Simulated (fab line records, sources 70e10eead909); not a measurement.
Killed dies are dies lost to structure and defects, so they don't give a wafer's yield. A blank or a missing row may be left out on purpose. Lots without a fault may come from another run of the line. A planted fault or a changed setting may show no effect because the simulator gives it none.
Which tool did it? | flow nand_harc | 24 lots, 72 wafers sampled, at 6 steps of a route of 1159

WHAT THE GAUGES READ, wafer by wafer
NHARC_P_ZERO_WELL_INSPECT_43. Usual: raw_defect_count 15, standard deviation 7.1.
lot  | measured    | on                | raw_defect_count | flag
L074 | day 1 19:27 | defect_inspect-02 | 20 10 26         |
L075 | day 2 01:22 | defect_inspect-02 | 14 9 12          |
L076 | day 2 07:47 | defect_inspect-02 | 28 16 16         |
L077 | day 2 13:34 | defect_inspect-01 | 12 16 8          |
L078 | day 2 19:27 | defect_inspect-02 | 14 9 14          |
L079 | day 3 01:43 | defect_inspect-01 | 5 12 11          |
L080 | day 3 07:27 | defect_inspect-01 | 10 5 4           |
L081 | day 3 17:11 | defect_inspect-02 | 13 28 3          |
L082 | day 3 19:27 | defect_inspect-01 | 14 20 23         |
L083 | day 4 01:45 | defect_inspect-01 | 7 21 13          |
L084 | day 4 07:25 | defect_inspect-02 | 10 12 17         |
L085 | day 4 13:34 | defect_inspect-01 | 14 9 26          |
L086 | day 4 19:45 | defect_inspect-02 | 17 11 21         |
L087 | day 5 01:35 | defect_inspect-02 | 19 13 22         |
L088 | day 5 07:55 | defect_inspect-02 | 13 9 29          |
L089 | day 5 13:26 | defect_inspect-02 | 12 6 22          |
L090 | day 5 19:37 | defect_inspect-01 | 12 27 13         |
L091 | day 6 01:44 | defect_inspect-01 | 14 3 12          |
L092 | day 6 07:35 | defect_inspect-01 | 9 16 16          |
L093 | day 6 13:32 | defect_inspect-01 | 10 16 5          |
L094 | day 6 19:36 | defect_inspect-02 | 35 20 21         |
L095 | day 7 01:34 | defect_inspect-02 | 9 12 14          |
L096 | day 7 07:52 | defect_inspect-01 | 17 13 17         |
L097 | day 7 13:50 | defect_inspect-01 | 17 20 31         |

NHARC_P_M0_THK_MEAS_24: measures by xrf. Usual: thk_nm 117.7 nm, standard deviation 1.8.
lot  | measured     | on            | thk_nm (nm)       | flag
L074 | day 5 18:02  | film_metro-02 | 118.7 119.3 119.6 |
L075 | day 6 06:16  | film_metro-02 | 114.9 116.9 118.2 |
L076 | day 6 13:04  | film_metro-01 | 115.4 115.2 116.6 |
L077 | day 6 18:49  | film_metro-02 | 118.9 115.0 116.3 |
L078 | day 6 22:08  | film_metro-01 | 117.4 118.8 119.0 |
L079 | day 7 03:04  | film_metro-01 | 118.1 115.5 116.7 |
L080 | day 7 12:14  | film_metro-02 | 116.4 114.9 116.5 |
L081 | day 7 22:50  | film_metro-01 | 118.2 117.3 117.4 |
L082 | day 7 22:16  | film_metro-02 | 117.4 117.6 114.6 |
L083 | day 7 23:35  | film_metro-01 | 117.4 117.3 116.6 |
L084 | day 8 11:03  | film_metro-01 | 121.3 120.4 119.7 |
L085 | day 8 10:10  | film_metro-01 | 121.7 118.0 118.1 |
L086 | day 9 00:52  | film_metro-01 | 118.5 116.9 118.3 |
L087 | day 9 00:31  | film_metro-02 | 117.4 117.6 114.1 |
L088 | day 9 07:16  | film_metro-01 | 117.2 115.9 119.4 |
L089 | day 10 03:46 | film_metro-01 | 116.9 119.4 119.6 |
L090 | day 9 14:08  | film_metro-01 | 118.3 119.3 116.0 |
L091 | day 10 07:05 | film_metro-02 | 117.4 117.1 117.3 |
L092 | day 10 05:03 | film_metro-02 | 115.7 115.0 118.4 |
L093 | day 10 15:49 | film_metro-02 | 120.5 120.1 121.2 |
L094 | day 10 19:26 | film_metro-02 | 117.5 119.0 115.5 |
L095 | day 11 04:47 | film_metro-01 | 120.2 119.2 119.4 |
L096 | day 11 10:03 | film_metro-01 | 119.5 115.6 119.7 |
L097 | day 11 10:58 | film_metro-02 | 118.0 116.7 115.9 |

NHARC_P_M1_CD_MEAS_09: target cd 130 nm. Usual: cd_nm 129.4 nm, standard deviation 0.74.
lot  | measured     | on        | cd_nm (nm)        | flag
L074 | day 5 19:42  | cd_sem-01 | 129.1 127.8 129.6 |
L075 | day 6 08:17  | cd_sem-02 | 129.6 129.1 130.4 |
L076 | day 6 14:29  | cd_sem-01 | 128.7 129.5 129.5 |
L077 | day 6 20:13  | cd_sem-02 | 130.7 129.2 129.3 |
L078 | day 7 00:05  | cd_sem-02 | 129.4 129.9 128.5 |
L079 | day 7 04:33  | cd_sem-02 | 129.1 130.2 130.3 |
L080 | day 7 15:49  | cd_sem-03 | 129.6 129.2 129.3 |
L081 | day 8 00:24  | cd_sem-02 | 131.2 129.6 129.6 |
L082 | day 7 23:50  | cd_sem-02 | 130.2 129.4 130.4 |
L083 | day 8 01:08  | cd_sem-02 | 129.2 128.7 129.7 |
L084 | day 8 12:29  | cd_sem-01 | 129.8 129.1 129.0 |
L085 | day 8 11:44  | cd_sem-01 | 129.7 128.4 129.6 |
L086 | day 9 02:25  | cd_sem-01 | 130.2 130.9 130.2 |
L087 | day 9 02:04  | cd_sem-01 | 131.0 129.6 129.8 |
L088 | day 9 09:01  | cd_sem-02 | 128.5 130.6 130.0 |
L089 | day 10 05:11 | cd_sem-03 | 129.5 128.2 130.4 |
L090 | day 9 15:33  | cd_sem-01 | 130.5 129.3 129.4 |
L091 | day 10 08:38 | cd_sem-02 | 130.1 129.0 128.7 |
L092 | day 10 06:36 | cd_sem-02 | 130.8 130.5 129.0 |
L093 | day 10 17:41 | cd_sem-03 | 129.3 129.4 128.5 |
L094 | day 10 20:52 | cd_sem-01 | 128.8 129.0 129.3 |
L095 | day 11 06:14 | cd_sem-02 | 129.7 128.8 131.0 |
L096 | day 11 11:37 | cd_sem-02 | 130.0 129.1 130.4 |
L097 | day 11 12:32 | cd_sem-02 | 129.1 127.8 129.3 |

NHARC_P_M1_OVL_MEAS_10: pitch 260 nm. Usual: overlay_x_nm 0.1 nm, standard deviation 0.94; overlay_y_nm -0.1 nm, standard deviation 1.
lot  | measured     | on         | overlay_x_nm (nm) | overlay_y_nm (nm) | flag
L074 | day 5 19:47  | overlay-02 | 1.3 0.8 0.7       | -0.8 -0.3 -0.6    |
L075 | day 6 08:22  | overlay-02 | 1.2 0.4 1.0       | 0.2 0.5 0.1       |
L076 | day 6 14:34  | overlay-01 | -0.1 -0.4 0.0     | 1.1 1.4 0.6       |
L077 | day 6 20:19  | overlay-01 | 0.2 0.5 0.5       | 0.8 0.6 0.6       |
L078 | day 7 00:10  | overlay-01 | 0.0 -0.2 -0.1     | 0.5 0.7 0.6       |
L079 | day 7 04:38  | overlay-01 | 0.4 1.1 0.2       | -1.7 -1.8 -1.8    |
L080 | day 7 15:55  | overlay-01 | -1.2 -1.0 -1.2    | 0.8 0.8 1.6       |
L081 | day 8 00:29  | overlay-01 | -0.2 0.2 0.2      | -2.2 -2.5 -1.8    |
L082 | day 7 23:55  | overlay-01 | -1.3 -1.1 -0.9    | -1.2 -1.2 -1.6    |
L083 | day 8 01:13  | overlay-02 | 0.3 0.0 -0.7      | 1.1 1.1 0.4       |
L084 | day 8 12:34  | overlay-01 | 1.8 1.8 1.7       | -0.8 -0.8 -0.4    |
L085 | day 8 11:49  | overlay-01 | -0.2 -0.9 -0.1    | -1.7 -1.6 -1.5    |
L086 | day 9 02:30  | overlay-02 | 1.1 0.7 0.9       | -0.8 -0.6 -0.5    |
L087 | day 9 02:09  | overlay-01 | -0.5 -0.8 -0.7    | 0.0 -0.4 -0.5     |
L088 | day 9 09:05  | overlay-01 | 1.3 1.0 1.1       | 0.5 0.7 0.9       |
L089 | day 10 05:16 | overlay-02 | 0.8 0.2 0.3       | -1.3 -1.2 -1.2    |
L090 | day 9 15:38  | overlay-02 | -0.7 -0.7 -0.8    | -0.2 0.2 -0.2     |
L091 | day 10 08:43 | overlay-02 | 0.2 -0.4 -0.3     | 0.8 0.8 0.6       |
L092 | day 10 06:41 | overlay-02 | -2.4 -1.9 -1.3    | 0.9 0.7 1.1       |
L093 | day 10 17:47 | overlay-01 | -0.3 0.2 -0.6     | -2.0 -1.2 -1.4    |
L094 | day 10 20:58 | overlay-02 | 1.6 1.1 2.0       | 0.5 0.4 0.9       |
L095 | day 11 06:20 | overlay-01 | 0.4 0.4 0.6       | 0.8 0.8 0.6       |
L096 | day 11 11:41 | overlay-01 | 0.8 0.8 1.0       | 0.1 -0.2 -0.3     |
L097 | day 11 12:37 | overlay-02 | -0.7 -1.2 -1.0    | 1.0 0.8 0.6       |

WHICH TOOL RAN EACH LOT (tool, then ch and the chambers of the sampled wafers, then the start)
lot  | NHARC_P_GATE_ETCH_32             | NHARC_P_CONTACT_DEGAS_38
L074 | rie_si-04 ch 0,2, day 4 12:11    | pvd_sputter-01, day 5 12:33
L075 | rie_si-02 ch 1,2,3, day 4 22:21  | pvd_sputter-03, day 5 19:31
L076 | rie_si-02 ch 0,2, day 5 04:54    | pvd_sputter-01, day 6 02:35
L077 | rie_si-06 ch 1,2,3, day 5 09:23  | pvd_sputter-01, day 6 06:46
L078 | rie_si-06 ch 0,1,2, day 5 15:47  | pvd_sputter-02, day 6 13:16
L079 | rie_si-02 ch 0,2,3, day 6 00:55  | pvd_sputter-03, day 6 22:04
L080 | rie_si-04 ch 0,1,2, day 6 08:46  | pvd_sputter-03, day 7 06:47
L081 | rie_si-04 ch 1,2,3, day 6 16:16  | pvd_sputter-03, day 7 13:58
L082 | rie_si-02 ch 0,2, day 6 15:35    | pvd_sputter-01, day 7 12:58
L083 | rie_si-06 ch 1,2,3, day 6 19:17  | pvd_sputter-03, day 7 16:28
L084 | rie_si-04 ch 1,2, day 7 08:04    | pvd_sputter-01, day 8 06:09
L085 | rie_si-06 ch 1,2,3, day 7 07:50  | pvd_sputter-01, day 8 05:20
L086 | rie_si-06 ch 0,1, day 7 21:47    | pvd_sputter-03, day 8 19:49
L087 | rie_si-04 ch 0,2,3, day 7 21:49  | pvd_sputter-02, day 8 19:04
L088 | rie_si-04 ch 1,2,3, day 8 04:49  | pvd_sputter-01, day 9 02:14
L089 | rie_si-04 ch 0,2, day 8 11:34    | pvd_sputter-01, day 9 11:01
L090 | rie_si-06 ch 1,2,3, day 8 11:32  | pvd_sputter-03, day 9 09:01
L091 | rie_si-02 ch 1,2, day 9 00:48    | pvd_sputter-03, day 9 23:35
L092 | rie_si-06 ch 0,1,3, day 9 00:40  | pvd_sputter-02, day 9 21:54
L093 | rie_si-06 ch 1,3, day 9 10:04    | pvd_sputter-03, day 10 07:34
L094 | rie_si-02 ch 0,2,3, day 9 16:53  | pvd_sputter-01, day 10 14:30
L095 | rie_si-04 ch 0,1,3, day 10 02:20 | pvd_sputter-01, day 10 23:58
L096 | rie_si-04 ch 0,3, day 10 08:02   | pvd_sputter-01, day 11 05:16
L097 | rie_si-02 ch 0,3, day 10 08:10   | pvd_sputter-03, day 11 06:04
- NHARC_P_GATE_ETCH_32: etches the open film in HBr/Cl2, target depth 150 nm, time 100.1 s.
- NHARC_P_CONTACT_DEGAS_38: time 60 s.

WHAT THE TOOLS THEMSELVES READ (means of the sampled wafers that have a number; where no wafer has one, the mark that the record gives instead)
NHARC_P_GATE_ETCH_32. Usual: drypump_motor_current_A 5.9 A, standard deviation 0.5; oes_product_au 1.000 a.u., standard deviation 0.011; throttle_valve_pct 26.405 %, standard deviation 0.0096.
lot  | tool      | drypump_motor_current_A (A) | oes_product_au (a.u.) | throttle_valve_pct (%) | flag
L074 | rie_si-04 | 5.8                         | 1.013                 | 26.415                 |
L075 | rie_si-02 | 5.9                         | 1.002                 | 26.407                 |
L076 | rie_si-02 | 5.5                         | 0.994                 | 26.410                 |
L077 | rie_si-06 | 5.6                         | 0.994                 | 26.406                 |
L078 | rie_si-06 | 5.8                         | 1.009                 | 26.403                 |
L079 | rie_si-02 | 6.0                         | 0.996                 | 26.407                 |
L080 | rie_si-04 | 6.0                         | 0.992                 | 26.408                 |
L081 | rie_si-04 | 6.1                         | 0.993                 | 26.406                 |
L082 | rie_si-02 | 5.7                         | 1.008                 | 26.411                 |
L083 | rie_si-06 | 5.7                         | 0.994                 | 26.412                 |
L084 | rie_si-04 | 6.2                         | 0.999                 | 26.401                 |
L085 | rie_si-06 | 5.6                         | 1.002                 | 26.410                 |
L086 | rie_si-06 | 5.9                         | 1.016                 | 26.417                 |
L087 | rie_si-04 | 5.9                         | 1.007                 | 26.405                 |
L088 | rie_si-04 | 6.1                         | 1.005                 | 26.404                 |
L089 | rie_si-04 | 5.7                         | 0.989                 | 26.400                 |
L090 | rie_si-06 | 5.7                         | 0.991                 | 26.402                 |
L091 | rie_si-02 | 5.6                         | 1.003                 | 26.405                 |
L092 | rie_si-06 | 5.7                         | 0.994                 | 26.397                 |
L093 | rie_si-06 | 6.0                         | 0.987                 | 26.408                 |
L094 | rie_si-02 | 6.0                         | 0.997                 | 26.409                 |
L095 | rie_si-04 | 6.0                         | 1.001                 | 26.400                 |
L096 | rie_si-04 | 5.8                         | 1.003                 | 26.404                 |
L097 | rie_si-02 | 6.2                         | 1.000                 | 26.392                 |

NHARC_P_CONTACT_DEGAS_38. Usual: heater_power_w 490 W, standard deviation 35.
lot  | tool           | heater_power_w (W) | flag
L074 | pvd_sputter-01 | 495                |
L075 | pvd_sputter-03 | 474                |
L076 | pvd_sputter-01 | 500                |
L077 | pvd_sputter-01 | 500                |
L078 | pvd_sputter-02 | 438                |
L079 | pvd_sputter-03 | 531                |
L080 | pvd_sputter-03 | 502                |
L081 | pvd_sputter-03 | 511                |
L082 | pvd_sputter-01 | 503                |
L083 | pvd_sputter-03 | 526                |
L084 | pvd_sputter-01 | 493                |
L085 | pvd_sputter-01 | 501                |
L086 | pvd_sputter-03 | 508                |
L087 | pvd_sputter-02 | 451                |
L088 | pvd_sputter-01 | 486                |
L089 | pvd_sputter-01 | 490                |
L090 | pvd_sputter-03 | 491                |
L091 | pvd_sputter-03 | 484                |
L092 | pvd_sputter-02 | 432                |
L093 | pvd_sputter-03 | 538                |
L094 | pvd_sputter-01 | 500                |
L095 | pvd_sputter-01 | 485                |
L096 | pvd_sputter-01 | 484                |
L097 | pvd_sputter-03 | 510                |

THE ANSWER, worked out from the rows above alone
Rule: a lot is off if the mean of its wafers that have a number lies more than 3 standard deviations from the usual mean. A lot without any number at a reading at which 4 lots or more have one is off too. The other lots that the step has rows for count as sound. The gauges are gone through in route order, then the tools' own readings, and for those a lot's mean is taken as printed above. The first step at which some lot is off is used, and at that step the reading that is off furthest; a lot without a number counts as furthest.
No lot is off at any reading shown: from this, nothing can be told.

WHAT THE SIMULATOR HAD PUT IN
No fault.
